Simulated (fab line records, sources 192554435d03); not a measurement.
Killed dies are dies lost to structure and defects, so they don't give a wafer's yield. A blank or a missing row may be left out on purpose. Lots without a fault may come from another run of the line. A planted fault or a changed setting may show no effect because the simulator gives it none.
fab line records | flow n5_finfet | part 2 of 2: steps 5 to 6 of 6
record lots=24 wafers=72 last_day=19
route steps=1938 shown BEOL_M13@1704 BEOL_M14@1751 BEOL_M15@1774
lots that met no fault: from a run of the same line without faults
start_h: hours from the record's first day to the start of the lot's first wafer shown | wait_h: hours since the lot's step before | " the same as in the row above | L1.1+2: a row that stands for several wafers | - no value, or no start given | * or withheld: withheld | < > ~ a bound
route shown NAME@n: a module of which the file shows steps, and the number in the route of the first | usual: mean/standard deviation of fault-free wafers | same: alike in all rows | chamber/n: place in a boat | sites: the reading at each site | _std_site: their standard deviation | _edge_site: outer sites' mean less inner sites' | radius_mm: how far each site lies from the wafer's centre | mask NAME#n: copy n | behind: the tool/chamber that last shaped the wafer | hold: why the lot was held/for how many hours/how that ended | device: the transistor (n, p or np) that didn't switch | end of line: the same wafers' tests at the end of the route | a step without rows: its recipe alone | killed: dies lost to structure and defects at the first sort, not the wafer's yield | map: a wafer's dies, x killed, . not, _ none there
set.NAME: the setting as run; set.NAME@STEP: as run at that earlier step | model.NAME: the simulator's own value behind a step, which no gauge read
steps of the route over a sample of lots; a table a step, a row a wafer
services: from which hour (start_h, from the record's first day; less than 0 if before it) a tool's chamber was out of use, for how many hours, and why
## steps
# step N5_BEOL_M15_DESCUM_33
# recipe chemistry=O2 time_s=7.9 source_power_w=50 bias_power_w=20 pressure_mtorr=20 rf_frequency_hz=2.712e+07 temp_c=40 o2_flow_sccm=225
# usual drypump_motor_current_A=5.8/0.47 oes_product_au=0.81/0.083 rf_vpp_V=243.2/1.6 showerhead_plenum_p_Torr=2.08/0.084 throttle_valve_pct=20.5/0.35
# columns lot.wafer tool chamber start_h wait_h drypump_motor_current_A oes_product_au rf_hours_counter_h rf_vpp_V showerhead_plenum_p_Torr throttle_valve_pct
L074.1 rie_diel-02 0 291.07 0.0 6.1 0.89 20 243.4 2.12 19.7
L074.3 " 2 " " 5.3 0.77 153 243.9 2.01 20.5
L074.6 " 1 " " 6.5 0.83 - 246.8 2.22 20.3
L076.1 rie_diel-05 2 304.43 0.0 6.0 0.72 181 245.7 2.16 20.9
L076.4 " 0 " " 5.8 0.90 - 241.3 2.04 20.3
L076.5 " 1 " " 5.6 0.98 - 244.7 2.14 20.2
L077.1 rie_diel-06 2 322.32 0.1 6.1 0.86 60 243.6 2.12 20.6
L077.4 " 1 " " 6.4 0.72 218 242.9 2.07 20.8
L077.5 " 2 " " 6.1 0.85 - 244.3 2.12 20.6
L075.2 rie_diel-05 3 322.67 0.0 5.2 0.68 248 241.8 2.07 20.3
L075.4 " 0 " " 5.8 0.89 40 243.4 2.04 20.3
L075.6 " 3 " " 5.2 0.68 - 242.7 2.07 20.3
L078.1 rie_diel-06 2 331.06 0.3 6.1 0.84 62 244.7 2.12 20.6
L078.3 " 1 " " 6.5 0.71 221 241.5 2.07 20.8
L078.4 " 0 " " 5.2 0.72 173 240.6 1.91 20.8
L079.1 rie_diel-06 3 334.69 0.1 6.0 0.67 244 240.9 1.97 20.7
L079.4 " 0 " " 5.3 0.73 - 239.6 1.91 20.8
L079.6 " 3 " " 5.9 0.67 - 239.4 1.97 20.7
L080.1 rie_diel-02 2 344.26 0.0 5.3 0.76 169 242.2 2.01 20.6
L080.4 " 3 " " 5.2 0.83 88 243.0 2.10 20.7
L080.6 " 2 " " 5.3 0.76 - 239.6 2.01 20.5
L081.1 rie_diel-05 1 352.07 0.2 5.6 0.91 22 244.4 2.14 20.2
L081.3 " 2 " " 6.0 0.71 194 245.1 2.16 20.9
L081.4 " 3 " " 5.2 0.98 3 241.4 2.07 20.0
L084.1 rie_diel-06 2 355.40 0.0 6.1 0.85 66 243.7 2.12 20.6
L084.4 " 0 " " 5.3 0.71 - 240.5 1.91 20.8
L084.6 " 0 " " 5.2 0.71 - 241.2 1.91 20.8
L082.3 rie_diel-05 3 361.74 0.5 5.2 0.96 5 244.1 2.07 20.0
L082.4 " 2 " " 6.0 0.71 196 244.6 2.16 20.9
L082.6 " 1 " " 5.6 0.92 - 243.1 2.14 20.2
L083.2 rie_diel-02 1 362.22 0.2 6.5 0.81 82 246.7 2.21 20.4
L083.4 " 3 " " 5.2 0.83 94 243.4 2.10 20.7
L083.6 " 0 " " 6.1 0.87 - 244.2 2.12 19.7
L087.1 rie_diel-05 3 373.68 0.0 5.1 0.96 9 242.8 2.07 20.0
L087.2 " 1 " " 5.7 0.92 29 243.7 2.14 20.2
L087.5 " 1 " " 5.6 0.92 - 243.5 2.14 20.2
L085.2 rie_diel-06 3 379.89 0.0 6.0 0.97 3 244.8 2.23 20.4
L085.3 " 0 " " 5.2 0.71 192 240.6 1.91 20.8
L085.4 " 1 " " 6.5 0.70 236 243.4 2.07 20.9
L086.1 rie_diel-02 1 395.57 0.7 6.6 0.79 90 244.7 2.21 20.4
L086.5 " 0 " " 6.1 0.85 - 242.8 2.11 19.7
L086.6 " 3 " " 5.2 0.82 - 244.2 2.09 20.7
L090.3 rie_diel-05 3 401.27 0.1 5.2 0.92 18 243.4 2.07 20.0
L090.4 " 1 " " 5.6 0.90 37 244.2 2.13 20.2
L090.5 " 2 " " 6.0 0.70 - 244.1 2.15 20.9
L089.2 rie_diel-02 0 407.07 0.0 6.1 0.84 51 242.5 2.11 19.8
L089.3 " 3 " " 5.3 0.81 107 244.7 2.09 20.7
L089.6 " 3 " " 5.3 0.82 - 242.2 2.09 20.7
L088.1 rie_diel-05 3 409.44 0.3 5.1 0.93 21 241.9 2.06 20.0
L088.3 " 2 " " 6.0 0.70 212 244.9 2.15 20.9
L088.6 " 1 " " 5.7 0.90 - 244.7 2.13 20.2
L092.1 rie_diel-02 0 417.45 0.2 6.2 0.84 56 243.7 2.11 19.7
L092.2 " 1 " " 6.6 0.79 98 243.2 2.20 20.4
L092.6 " 3 " " 5.2 0.81 - 243.5 2.09 20.7
L091.1 rie_diel-06 1 421.96 0.3 6.5 0.71 248 242.8 2.06 20.9
L091.2 " 3 " " 6.0 0.93 15 244.8 2.22 20.5
L091.6 " 3 " " 6.0 0.94 - 244.0 2.22 20.4
L093.1 rie_diel-02 3 427.99 0.0 5.2 0.81 115 243.7 2.09 20.7
L093.4 " 1 " " 6.5 0.79 102 243.7 2.20 20.4
L093.6 " 2 " " 5.2 0.73 - 242.3 2.00 20.6
L095.2 rie_diel-02 0 434.96 0.0 6.1 0.84 62 244.3 2.11 19.8
L095.5 " 1 " " 6.5 0.79 - 245.5 2.20 20.4
L095.6 " 0 " " 6.1 0.83 - 242.9 2.11 19.8
L094.1 rie_diel-02 2 438.62 0.3 5.3 0.74 198 241.2 2.00 20.6
L094.2 " 3 " " 5.2 0.81 118 243.5 2.09 20.7
L094.5 " 2 " " 5.3 0.74 - 242.6 2.00 20.6
L096.2 rie_diel-02 0 442.27 0.2 6.1 0.84 64 241.3 2.11 19.8
L096.4 " 2 " " 5.3 0.74 200 240.7 2.00 20.6
L096.5 " 0 " " 6.1 0.83 - 244.6 2.11 19.8
L097.2 rie_diel-06 2 444.14 0.0 6.1 0.82 98 242.8 2.11 20.7
L097.3 " 0 " " 5.2 0.69 212 239.5 1.90 20.8
L097.6 " 2 " " 6.1 0.82 - 243.7 2.11 20.7
# step N5_BEOL_M15_ETCH_61
# recipe chemistry=N2/H2 target=BARC target_depth_a=890 overetch_a=267 time_s=67.9 ion_energy_ev=200 pressure_mtorr=30 source_w=840 bias_w=150 n2_flow_sccm=200 h2_flow_sccm=200
# usual drypump_motor_current_A=5.8/0.47 oes_product_au=0.69/0.068 rf_vpp_V=524/3 showerhead_plenum_p_Torr=2.54/0.11 throttle_valve_pct=18.0/0.31
# columns lot.wafer tool chamber start_h wait_h drypump_motor_current_A oes_product_au rf_hours_counter_h rf_vpp_V showerhead_plenum_p_Torr throttle_valve_pct
L074.1 rie_diel-02 0 291.11 0.0 6.1 0.77 20 526 2.61 17.4
L074.3 " 2 " " 5.3 0.65 153 520 2.43 17.9
L074.6 " 1 " " 6.6 0.72 - 528 2.70 17.9
L076.1 rie_diel-05 2 304.47 0.0 6.0 0.62 181 526 2.65 18.5
L076.4 " 0 " " 5.8 0.76 - 523 2.47 17.8
L076.5 " 1 " " 5.6 0.83 - 525 2.61 17.7
L077.1 rie_diel-06 2 322.36 0.0 6.1 0.73 60 525 2.58 18.0
L077.4 " 1 " " 6.5 0.62 218 523 2.50 18.2
L077.5 " 2 " " 6.1 0.73 - 526 2.58 18.0
L075.2 rie_diel-05 3 322.70 0.0 5.2 0.59 248 523 2.51 17.8
L075.4 " 0 " " 5.8 0.75 40 521 2.47 17.8
L075.6 " 3 " " 5.1 0.59 - 522 2.51 17.8
L078.1 rie_diel-06 2 331.10 0.0 6.1 0.73 62 525 2.58 18.0
L078.3 " 1 " " 6.5 0.61 221 523 2.50 18.2
L078.4 " 0 " " 5.3 0.62 173 519 2.33 18.2
L079.1 rie_diel-06 3 334.72 0.0 6.0 0.58 244 521 2.38 18.1
L079.4 " 0 " " 5.2 0.62 - 519 2.33 18.2
L079.6 " 3 " " 6.0 0.59 - 519 2.38 18.2
L080.1 rie_diel-02 2 344.29 0.0 5.3 0.64 169 520 2.43 17.9
L080.4 " 3 " " 5.3 0.71 88 524 2.57 18.3
L080.6 " 2 " " 5.3 0.65 - 521 2.43 17.9
L081.1 rie_diel-05 1 352.11 0.0 5.7 0.80 22 524 2.61 17.7
L081.3 " 2 " " 6.0 0.61 194 524 2.64 18.5
L081.4 " 3 " " 5.2 0.84 3 523 2.50 17.4
L084.1 rie_diel-06 2 355.46 0.0 6.1 0.73 66 524 2.58 18.0
L084.4 " 0 " " 5.3 0.62 - 518 2.33 18.2
L084.6 " 0 " " 5.2 0.62 - 517 2.33 18.2
L082.3 rie_diel-05 3 361.78 0.0 5.1 0.82 5 522 2.50 17.4
L082.4 " 2 " " 6.0 0.61 196 526 2.64 18.5
L082.6 " 1 " " 5.6 0.79 - 524 2.60 17.8
L083.2 rie_diel-02 1 362.25 0.0 6.6 0.70 82 528 2.69 17.9
L083.4 " 3 " " 5.3 0.71 94 526 2.56 18.3
L083.6 " 0 " " 6.1 0.73 - 525 2.60 17.5
L087.1 rie_diel-05 3 373.72 0.0 5.2 0.81 9 523 2.50 17.4
L087.2 " 1 " " 5.7 0.77 29 524 2.60 17.8
L087.5 " 1 " " 5.7 0.77 - 525 2.60 17.8
L085.2 rie_diel-06 3 379.92 0.0 6.0 0.83 3 529 2.70 17.8
L085.3 " 0 " " 5.2 0.61 192 516 2.32 18.2
L085.4 " 1 " " 6.4 0.60 236 523 2.49 18.3
L086.1 rie_diel-02 1 395.60 0.0 6.6 0.68 90 527 2.68 17.9
L086.5 " 0 " " 6.2 0.73 - 526 2.60 17.5
L086.6 " 3 " " 5.2 0.69 - 524 2.56 18.3
L090.3 rie_diel-05 3 401.31 0.0 5.2 0.79 18 523 2.50 17.4
L090.4 " 1 " " 5.6 0.77 37 526 2.60 17.8
L090.5 " 2 " " 6.0 0.60 - 528 2.63 18.5
L089.2 rie_diel-02 0 407.11 0.0 6.1 0.72 51 526 2.59 17.5
L089.3 " 3 " " 5.3 0.69 107 525 2.56 18.3
L089.6 " 3 " " 5.2 0.69 - 523 2.56 18.3
L088.1 rie_diel-05 3 409.48 0.0 5.1 0.78 21 522 2.50 17.4
L088.3 " 2 " " 6.0 0.60 212 526 2.63 18.5
L088.6 " 1 " " 5.6 0.77 - 525 2.60 17.8
L092.1 rie_diel-02 0 417.48 0.0 6.2 0.72 56 525 2.59 17.5
L092.2 " 1 " " 6.6 0.68 98 527 2.68 17.9
L092.6 " 3 " " 5.2 0.69 - 524 2.56 18.3
L091.1 rie_diel-06 1 421.99 0.0 6.5 0.60 248 522 2.49 18.3
L091.2 " 3 " " 6.0 0.79 15 528 2.69 17.8
L091.6 " 3 " " 6.0 0.80 - 528 2.69 17.8
L093.1 rie_diel-02 3 428.03 0.0 5.3 0.68 115 523 2.56 18.3
L093.4 " 1 " " 6.5 0.68 102 528 2.68 18.0
L093.6 " 2 " " 5.3 0.63 - 521 2.42 18.0
L095.2 rie_diel-02 0 434.99 0.0 6.2 0.71 62 525 2.59 17.5
L095.5 " 1 " " 6.6 0.67 - 528 2.68 18.0
L095.6 " 0 " " 6.1 0.71 - 525 2.59 17.5
L094.1 rie_diel-02 2 438.66 0.0 5.3 0.62 198 522 2.41 18.0
L094.2 " 3 " " 5.3 0.69 118 527 2.55 18.3
L094.5 " 2 " " 5.3 0.62 - 521 2.41 18.0
L096.2 rie_diel-02 0 442.31 0.0 6.2 0.71 64 523 2.59 17.5
L096.4 " 2 " " 5.3 0.63 200 521 2.41 18.0
L096.5 " 0 " " 6.2 0.70 - 524 2.59 17.5
L097.2 rie_diel-06 2 444.18 0.0 6.1 0.69 98 525 2.57 18.1
L097.3 " 0 " " 5.2 0.60 212 519 2.32 18.3
L097.6 " 2 " " 6.1 0.70 - 526 2.57 18.1
## services
# columns tool chamber start_h hours kind
rie_diel-05 1 264.80 - clean
rie_diel-05 1 264.80 - consumable_replace:focus_ring
rie_diel-05 1 264.80 21.0 scheduled_down
rie_diel-04 2 296.24 7.2 repair
rie_diel-06 - 299.45 1.1 repair
rie_diel-05 2 308.01 10.4 repair
rie_diel-03 0 346.69 3.6 repair
rie_diel-02 0 347.03 9.0 repair
rie_diel-06 3 352.48 - clean
rie_diel-06 3 352.48 - consumable_replace:focus_ring
rie_diel-06 3 352.48 - consumable_replace:showerhead
rie_diel-06 3 352.48 16.5 scheduled_down
rie_diel-06 3 352.48 16.5 vent_cycle
rie_diel-06 1 354.73 9.2 repair
rie_diel-03 3 355.22 1.7 repair
rie_diel-03 0 357.58 3.6 repair
rie_diel-04 0 357.66 5.9 repair
rie_diel-03 - 374.21 0.7 repair
pvd_sputter-02 - 382.94 2.5 repair
rie_diel-06 1 426.85 - clean
rie_diel-06 1 426.85 - consumable_replace:focus_ring
rie_diel-06 1 426.85 32.6 scheduled_down
rie_diel-06 1 426.85 32.6 vent_cycle
rie_diel-01 - 443.95 0.1 repair
